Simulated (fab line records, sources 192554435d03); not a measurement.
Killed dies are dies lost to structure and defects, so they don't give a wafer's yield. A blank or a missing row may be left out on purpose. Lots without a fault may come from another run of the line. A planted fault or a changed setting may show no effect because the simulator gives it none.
fab line records | flow n5_finfet
record lots=6 wafers=18 last_day=17
route steps=1938 shown SD_EPI_P@311 BEOL_M4@1111 PASSIVATION@1936
lots that met no fault: from a run of the same line without faults
start_h: hours from the record's first day to the start of the lot's first wafer shown | wait_h: hours since the lot's step before | " the same as in the row above | L1.1+2: a row that stands for several wafers | - no value, or no start given | * or withheld: withheld | < > ~ a bound
route shown NAME@n: a module of which the file shows steps, and the number in the route of the first | usual: mean/standard deviation of fault-free wafers | same: alike in all rows | chamber/n: place in a boat | sites: the reading at each site | _std_site: their standard deviation | _edge_site: outer sites' mean less inner sites' | radius_mm: how far each site lies from the wafer's centre | mask NAME#n: copy n | behind: the tool/chamber that last shaped the wafer | hold: why the lot was held/for how many hours/how that ended | device: the transistor (n, p or np) that didn't switch | end of line: the same wafers' tests at the end of the route | a step without rows: its recipe alone | killed: dies lost to structure and defects at the first sort, not the wafer's yield | map: a wafer's dies, x killed, . not, _ none there
set.NAME: the setting as run; set.NAME@STEP: as run at that earlier step | model.NAME: the simulator's own value behind a step, which no gauge read
lots at some steps of the route; a table a step, a row a wafer
services: from which hour (start_h, from the record's first day; less than 0 if before it) a tool's chamber was out of use, for how many hours, and why
## steps
# step N5_SD_EPI_P_ETCH_47
# recipe chemistry=CH3F/O2 target=SiOCN target_depth_a=250 mask_material=SOC ion_energy_ev=60 bias_w=29 pressure_mtorr=30 source_w=410 Ar_flow_sccm=150 CH3F_flow_sccm=30 O2_flow_sccm=20
# usual CH3F_flow_sccm=30.01/0.082 drypump_motor_current_A=5.83/0.22 oes_f_703_au=0.76/0.066 oes_product_au=0.76/0.066 rf_vpp_V=126.7/2.2 showerhead_plenum_p_Torr=1.98/0.07 throttle_valve_pct=16.46/0.16
# columns lot.wafer tool chamber start_h wait_h CH3F_flow_sccm drypump_motor_current_A oes_f_703_au oes_product_au rf_hours_counter_h rf_vpp_V showerhead_plenum_p_Torr throttle_valve_pct
L495.3 rie_diel-03 3 86.59 0.1 30.00 5.79 0.70 0.70 225 128.0 1.90 16.48
L495.5 " 3 " " 29.99 5.80 0.69 0.70 - 129.1 1.90 16.46
L495.6 " 0 " " 29.99 6.24 0.74 0.76 - 129.9 2.00 16.50
L500.4 rie_diel-04 1 121.37 0.1 30.06 5.99 0.86 0.86 61 125.6 1.95 16.04
L500.5 " 3 " " 30.12 6.22 0.74 0.76 - 126.7 2.00 16.62
L500.6 " 2 " " 29.97 5.61 0.69 0.69 - 126.3 1.90 16.47
L505.2 rie_diel-05 0 145.55 0.1 29.86 5.78 0.70 0.70 216 125.9 1.98 16.75
L505.5 " 3 " " 30.11 6.01 0.75 0.76 - 125.0 1.93 16.55
L505.6 " 2 " " 30.00 5.81 0.90 0.88 - 122.5 2.14 16.43
L506.1 rie_diel-03 3 150.36 0.1 29.87 5.82 0.68 0.68 243 128.1 1.90 16.49
L506.3 " 0 " " 29.96 6.29 0.73 0.73 167 130.3 1.99 16.53
L506.4 " 1 " " 29.92 5.59 0.76 0.76 162 125.1 1.93 16.43
L511.4 rie_diel-03 0 179.94 0.1 29.99 6.23 0.73 0.73 - 129.9 1.99 16.57
L511.5 " 1 " " 29.99 5.60 0.76 0.76 - 126.8 1.92 16.45
L511.6 " 2 " " 30.09 5.70 0.75 0.76 - 132.1 2.07 16.40
L513.1 rie_diel-05 3 190.97 0.1 29.96 5.99 0.73 0.74 153 124.5 1.93 16.56
L513.3 " 2 " " 30.03 5.83 0.89 0.86 58 125.8 2.13 16.46
L513.6 " 1 " " 30.02 5.66 0.69 0.67 - 125.5 1.98 16.47
# step N5_SD_EPI_P_ETCH_16
# recipe chemistry=CHF3/O2 target=SiO2 target_depth_a=50 mask_material=SOC pressure_mtorr=30 source_w=650 bias_w=170 Ar_flow_sccm=200 CHF3_flow_sccm=50 O2_flow_sccm=5 ion_energy_ev=200
# usual drypump_motor_current_A=5.84/0.22 oes_f_703_au=0.76/0.065 oes_product_au=0.76/0.066 rf_vpp_V=520/9.3 showerhead_plenum_p_Torr=2.39/0.08 throttle_valve_pct=19.04/0.16
# columns lot.wafer tool chamber start_h wait_h drypump_motor_current_A oes_f_703_au oes_product_au rf_hours_counter_h rf_vpp_V showerhead_plenum_p_Torr throttle_valve_pct
L495.3 rie_diel-03 3 86.69 0.1 5.77 0.70 0.70 225 529 2.30 19.05
L495.5 " 3 " " 5.78 0.70 0.70 - 529 2.30 19.05
L495.6 " 0 " " 6.25 0.75 0.75 - 538 2.41 19.10
L500.4 rie_diel-04 1 121.47 0.1 6.02 0.85 0.87 61 516 2.35 18.62
L500.5 " 3 " " 6.21 0.75 0.76 - 520 2.41 19.18
L500.6 " 2 " " 5.62 0.69 0.69 - 519 2.30 19.05
L505.2 rie_diel-05 0 145.65 0.1 5.80 0.71 0.70 216 519 2.39 19.32
L505.5 " 3 " " 6.01 0.75 0.76 - 517 2.33 19.14
L505.6 " 2 " " 5.82 0.90 0.88 - 506 2.57 19.04
L506.1 rie_diel-03 3 150.46 0.1 5.78 0.69 0.69 243 530 2.29 19.07
L506.3 " 0 " " 6.31 0.74 0.74 167 538 2.40 19.14
L506.4 " 1 " " 5.55 0.76 0.77 162 517 2.32 19.03
L511.4 rie_diel-03 0 180.01 0.0 6.24 0.73 0.73 - 538 2.40 19.15
L511.5 " 1 " " 5.62 0.75 0.75 - 518 2.32 19.04
L511.6 " 2 " " 5.72 0.75 0.76 - 538 2.49 18.96
L513.1 rie_diel-05 3 191.07 0.1 5.98 0.73 0.73 153 519 2.33 19.16
L513.3 " 2 " " 5.82 0.89 0.87 59 506 2.56 19.08
L513.6 " 1 " " 5.68 0.69 0.68 - 512 2.38 18.98
# step N5_SD_EPI_P_STRIP_50
# recipe chemistry=CHF3/O2 resist=SiARC rf_frequency_hz=6e+07
# step N5_SD_EPI_P_SD_RECESS_17
# recipe chemistry=HBr/Cl2/O2 target_depth_a=391 bt_time_s=3 pressure_mtorr=10 icp_w=800 bias_w=112 HBr_flow_sccm=150 Cl2_flow_sccm=80 O2_flow_sccm=12
# usual drypump_motor_current_A=5.7/0.41 oes_product_au=1.004/0.012 throttle_valve_pct=37.0/0.31
# columns lot.wafer tool chamber start_h wait_h drypump_motor_current_A oes_product_au rf_hours_counter_h throttle_valve_pct
L495.3 rie_si-06 2 86.76 0.0 5.7 1.002 59 37.5
L495.5 " 0 " " 5.5 1.006 - 37.0
L495.6 " 1 " " 5.7 1.025 - 37.2
L500.4 rie_si-02 0 121.55 0.0 5.2 1.000 154 36.7
L500.5 " 1 " " 5.9 1.003 - 37.3
L500.6 " 2 " " 5.0 1.015 - 37.1
L505.2 rie_si-06 1 145.72 0.0 5.6 1.016 142 37.2
L505.5 " 0 " " 5.5 0.998 - 37.0
L505.6 " 3 " " 6.3 0.994 - 37.2
L506.1 rie_si-06 1 150.53 0.0 5.7 1.023 142 37.2
L506.3 " 3 " " 6.3 0.993 1 37.2
L506.4 " 2 " " 5.8 1.010 61 37.5
L511.4 rie_si-06 0 180.06 0.0 5.5 0.998 10 37.0
L511.5 " 2 " " 5.7 1.009 - 37.5
L511.6 " 3 " " 6.3 0.999 - 37.2
L513.1 rie_si-03 2 191.14 0.0 5.7 1.006 40 36.9
L513.3 " 3 " " 6.1 1.011 4 36.4
L513.6 " 1 " " 4.9 1.031 - 37.4
# step N5_SD_EPI_P_WET_ETCH_45
# recipe chemistry=dHF dilution=withheld time_s=10.7 target=SiO2 target_depth_a=20 temp_c=25 dry=ipa_marangoni rinse_time_s=30 rinse_temp_c=23
# step N5_SD_EPI_P_STRIP_40
# recipe chemistry=N2/H2 power_w=1000 temp_c=250 h2_frac=0.65 overash_fraction=0.3 pressure_mtorr=withheld n2_flow_sccm=1750 h2_flow_sccm=3250
# usual drypump_motor_current_A=5.8/0.5 h2_flow_sccm=3250/9.8 heater_power_w=355/24 oes_product_au=0.761/0.01
# columns lot.wafer tool chamber start_h wait_h drypump_motor_current_A h2_flow_sccm heater_power_w oes_product_au rf_hours_counter_h
L495.3 plasma_asher-02 1 86.93 0.0 5.9 3243 316 0.759 -
L495.5 " 1 " " 5.9 3262 319 0.768 -
L495.6 " 0 " " 5.8 3266 381 0.759 -
L500.4 plasma_asher-02 1 121.71 0.0 5.9 3262 322 0.771 -
L500.5 " 0 " " 5.8 3251 381 0.772 -
L500.6 " 1 " " 5.9 3241 317 0.770 -
L505.2 plasma_asher-01 0 145.86 0.0 5.0 3264 367 0.744 50
L505.5 " 1 " " 6.4 3244 352 0.759 -
L505.6 " 0 " " 5.0 3259 359 0.764 -
L506.1 plasma_asher-02 0 150.69 0.0 5.8 3256 391 0.781 102
L506.3 " 1 " " 5.9 3255 318 0.757 -
L506.4 " 0 " " 5.8 3263 380 0.762 -
L511.4 plasma_asher-01 0 180.23 0.0 5.0 3265 363 0.771 -
L511.5 " 1 " " 6.4 3245 353 0.742 -
L511.6 " 0 " " 5.0 3252 363 0.756 -
L513.1 plasma_asher-01 0 191.28 0.0 5.0 3265 366 0.774 59
L513.3 " 1 " " 6.3 3240 358 0.774 -
L513.6 " 0 " " 5.1 3257 358 0.766 -
# step N5_SD_EPI_P_PRECLEAN_52
# recipe chemistry=O3/DIW time_s=60 temp_c=22 o3_ppm=10
# step N5_SD_EPI_P_SRD_20
# recipe dry=ipa_marangoni do_ppb=5 time_s=30 temp_c=23 rinse_liquid=diw
# step N5_SD_EPI_P_PRECLEAN_51
# recipe chemistry=NF3:NH3 afs_cycles=1 temp_c=30 time_s=20 sublimation_temp_c=180 sublimation_time_s=60 pressure_torr=3 rf_power_w=30
# step N5_SD_EPI_P_VAPOR_ETCH_44
# recipe chemistry=NF3/Ar target=SiGe30 temp_c=25 time_s=3.3 mode=isotropic
# step N5_SD_EPI_P_EPI_21
# recipe material=SiGe:B dopant=B temp_c=550 pressure_torr=20 ambient=H2 time_s=355
# step N5_SD_EPI_P_EPI_MEAS_23
# recipe mode=xrd
# usual thk_nm=61.0/1.3
# columns lot.wafer tool chamber start_h wait_h thk_nm
L495.3 film_metro-02 - 89.63 1.1 60.9
L495.5 " - " " 61.2
L495.6 " - " " 60.7
L500.4 film_metro-02 - 124.41 0.8 60.3
L500.5 " - " " 61.5
L500.6 " - " " 59.2
L505.2 film_metro-01 - 149.41 2.0 60.6
L505.5 " - " " 62.6
L505.6 " - " " 59.9
L506.1 film_metro-02 - 153.42 1.9 59.4
L506.3 " - " " 62.5
L506.4 " - " " 59.3
L511.4 film_metro-01 - 182.93 0.8 61.2
L511.5 " - " " 62.4
L511.6 " - " " 63.9
L513.1 film_metro-02 - 194.00 1.8 60.9
L513.3 " - " " 60.1
L513.6 " - " " 60.2
# step N5_SD_EPI_P_HM_STRIP_48
# recipe chemistry=H3PO4 temp_c=160 material=SiNx target=SiNx target_depth_a=30 overetch_fraction=0.3
# usual bath_guard_temp_C=160.0/0.54 bath_heat_duty_pct=27.5/2.5
# columns lot.wafer tool chamber start_h wait_h bath_guard_temp_C bath_heat_duty_pct model.SiNx_of_SD_EPI_N_LINER_46.thk_nm model.SiNx_of_SPACER0_ALD_08.thk_nm
L495.3 wet_bench-02 4 89.66 0.0 159.9 28.8 0 0
L495.5 " 2 " " 159.9 33.0 0 0
L495.6 " 1 " " 160.9 25.8 0 0
L500.4 wet_bench-02 1 124.44 0.0 160.5 28.1 0 0
L500.5 " 2 " " 159.9 32.1 0 0
L500.6 " 5 " " 159.4 29.2 0 0
L505.2 wet_bench-02 7 149.45 0.0 - - 2.6 1.2
L505.5 " 6 " " - - 2.6 1.2
L505.6 " 1 " " - - 2.6 1.2
L506.1 wet_bench-02 3 153.46 0.0 - - 2.6 1
L506.3 " 1 " " - - 2.6 1
L506.4 " 6 " " - - 2.6 1.2
L511.4 wet_bench-04 4 182.96 0.0 160.1 28.4 0 0
L511.5 " 5 " " 159.5 32.1 0 0
L511.6 " 2 " " 159.6 25.6 0 0
L513.1 wet_bench-04 7 194.04 0.0 160.8 28.6 0 0
L513.3 " 4 " " 159.9 28.1 0 0
L513.6 " 2 " " 159.5 25.3 0 0
# step N5_SD_EPI_P_SRD_49
# recipe dry=ipa_marangoni time_s=30 temp_c=23 rinse_liquid=diw
# step N5_BEOL_M4_RC_MEAS_101
# usual DIBL_N=36.8/1.5 DIBL_P=37.1/2.1 IOFF_N=0.168/0.03 IOFF_P=0.22/0.034 ION_N=679/12 ION_P=466/8 SS_N=71.7/0.58 SS_P=73.5/0.67 VT_N=248.8/2.7 VT_P=-250/3.3
# columns lot.wafer tool chamber start_h wait_h DIBL_N[mV/V] DIBL_P[mV/V] IOFF_N[nA/um] IOFF_P[nA/um] ION_N[uA/um] ION_P[uA/um] SS_N[mV/dec] SS_P[mV/dec] VT_N[mV] VT_P[mV]
L495.3 prober-01 0 186.07 0.3 36.4 35.5 0.150 0.21 674 466 71.7 72.3 249.1 -250
L495.5 " 0 " " 37.0 36.5 0.167 0.23 669 464 72.5 73.1 249.3 -250
L495.6 " 0 " " 36.4 36.1 0.147 0.21 665 460 71.9 73.1 252.4 -249
L500.4 prober-02 0 216.58 0.5 36.7 38.2 0.169 0.20 673 459 71.4 73.1 248.1 -253
L500.5 " 0 " " 37.8 39.3 0.189 0.22 680 461 71.5 74.2 245.8 -251
L500.6 " 0 " " 37.0 37.7 0.177 0.21 681 458 71.6 73.9 248.0 -252
L505.2 prober-02 0 248.67 0.2 37.2 38.2 0.199 0.22 688 459 72.1 73.5 244.8 -253
L505.5 " 0 " " 35.6 37.3 0.161 0.20 670 466 72.2 72.8 248.6 -251
L505.6 " 0 " " 38.1 39.1 0.201 0.22 689 469 73.6 73.5 247.6 -250
L506.1 prober-01 0 262.82 0.0 36.1 35.4 0.140 0.20 663 460 71.2 73.2 250.6 -250
L506.3 " 0 " " 35.8 35.5 0.140 0.21 675 469 71.7 72.7 247.9 -250
L506.4 " 0 " " 36.9 37.7 0.173 0.24 698 473 71.3 73.8 246.5 -248
L511.4 prober-02 0 288.60 0.5 36.9 36.6 0.165 0.21 680 469 71.8 73.4 248.8 -255
L511.5 " 0 " " 37.2 37.0 0.182 0.23 697 481 72.4 73.6 250.4 -249
L511.6 " 0 " " 40.1 41.3 0.252 0.31 699 473 73.1 74.5 243.5 -246
L513.1 prober-01 0 314.51 0.0 36.6 37.8 0.161 0.24 677 472 71.6 73.3 247.9 -245
L513.3 " 0 " " 37.6 37.9 0.165 0.24 670 466 71.9 74.0 251.3 -247
L513.6 " 0 " " 36.5 36.5 0.147 0.22 673 466 71.4 73.2 250.9 -251
# step N5_PASSIVATION_PROBE_49
# usual defect_limited_yield=91.0/1.5 killed_at_M0_to_M3=34/11 killed_at_M4_up=14/5.3 killed_at_contacts=13/7 killed_at_front_end=41/13 killed_at_other=4/3.1 killed_dies=106/17 killed_open=70/12 killed_short=35/8 sort_bin_5_function=5.2/0.98 sort_bin_6_memory=3.4/0.69 sort_n_pass=1074/17 sort_yield_pct=91.0/1.5
# same gross_dies=1180 killed_at_back_side=0 sort_bin_4_leakage[%]=0 sort_bin_8_speed[%]=0
# columns lot.wafer tool chamber start_h wait_h defect_limited_yield[%] killed_at_M0_to_M3 killed_at_M4_up killed_at_contacts killed_at_front_end killed_at_other killed_dies killed_open killed_short sort_bin_5_function[%] sort_bin_6_memory[%] sort_n_pass sort_yield_pct[%]
L500.4 prober-01 - 318.06 0.2 88.1 43 5 13 76 4 141 101 35 6.5 4.5 1039 88.1
L500.5 prober-01 - 318.11 0.2 91.1 45 9 6 44 1 105 69 34 5.0 3.5 1075 91.1
L500.6 prober-01 - 318.16 0.3 89.6 43 9 9 59 3 123 81 42 6.4 3.3 1057 89.6
# killed by level:class
L500.4 FIN_SAQP:geometric_particle:open=23 STI_FIN_REVEAL:geometric_particle:open=16 BEOL_M0_SAQP:geometric_particle:short=13 BEOL_M0_SAQP:geometric_particle:open=11 MOL_CONTACT_COAG:geometric_particle:open=11 FIN_SAQP:geometric_particle:short=7 BEOL_M2:geometric_particle:open=7 DUMMY_GATE:geometric_particle:open=6
L500.5 FIN_SAQP:geometric_particle:open=15 BEOL_M0_SAQP:geometric_particle:open=13 BEOL_M0_SAQP:geometric_particle:short=11 BEOL_M2:geometric_particle:short=8 BEOL_M2:geometric_particle:open=8 STI_FIN_REVEAL:geometric_particle:open=5 DUMMY_GATE:geometric_particle:open=4 MOL_CONTACT_COAG:geometric_particle:open=4
L500.6 STI_FIN_REVEAL:geometric_particle:open=13 BEOL_M0_SAQP:geometric_particle:open=10 BEOL_M0_SAQP:geometric_particle:short=10 FIN_SAQP:geometric_particle:short=9 FIN_SAQP:geometric_particle:open=7 DUMMY_GATE:geometric_particle:open=7 GATE_CUT:geometric_particle:open=7 MOL_CONTACT_COAG:geometric_particle:open=7
## services
# columns tool chamber start_h hours kind
plasma_asher-01 - 80.62 13.4 repair
rie_si-02 2 84.14 7.9 repair
rie_si-02 - 84.27 2.8 pm
rie_si-06 2 87.00 6.3 repair
rie_diel-05 - 97.29 2.8 pm
rie_si-03 3 101.59 13.9 repair
rie_diel-05 2 156.09 5.9 repair
rie_diel-03 - 158.81 0.4 repair
rie_si-06 - 163.30 0.8 repair
rie_diel-04 2 166.33 - clean
rie_diel-04 2 166.33 - consumable_replace:esc
rie_diel-04 2 166.33 - consumable_replace:focus_ring
rie_diel-04 2 166.33 - consumable_replace:showerhead
rie_diel-04 2 166.33 17.8 scheduled_down
rie_diel-04 2 166.33 17.8 vent_cycle
rie_diel-03 3 173.66 - clean
rie_diel-03 3 173.66 - consumable_replace:focus_ring
rie_diel-03 3 173.66 - consumable_replace:showerhead
rie_diel-03 3 173.66 21.4 scheduled_down
rie_diel-03 3 173.66 21.4 vent_cycle
## key
first_sign step=N5_SD_EPI_P_HM_STRIP_48 reading=tool_record direction=missing
effect none on later readings
model_effect step=N5_SD_EPI_P_HM_STRIP_48 value=SiNx_of_SD_EPI_N_LINER_46.thk_nm without=0 struck=2.6
met_at N5_SD_EPI_P_HM_STRIP_48
struck_wafers L505.2,L505.5,L505.6,L506.1,L506.3,L506.4
onset_between 124.44 149.45
fault kind=skipped_step_whole tool=wet_bench-02 chamber=- onset_h=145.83 steps=N5_SD_EPI_P_HM_STRIP_48 scope=struck_lots_only
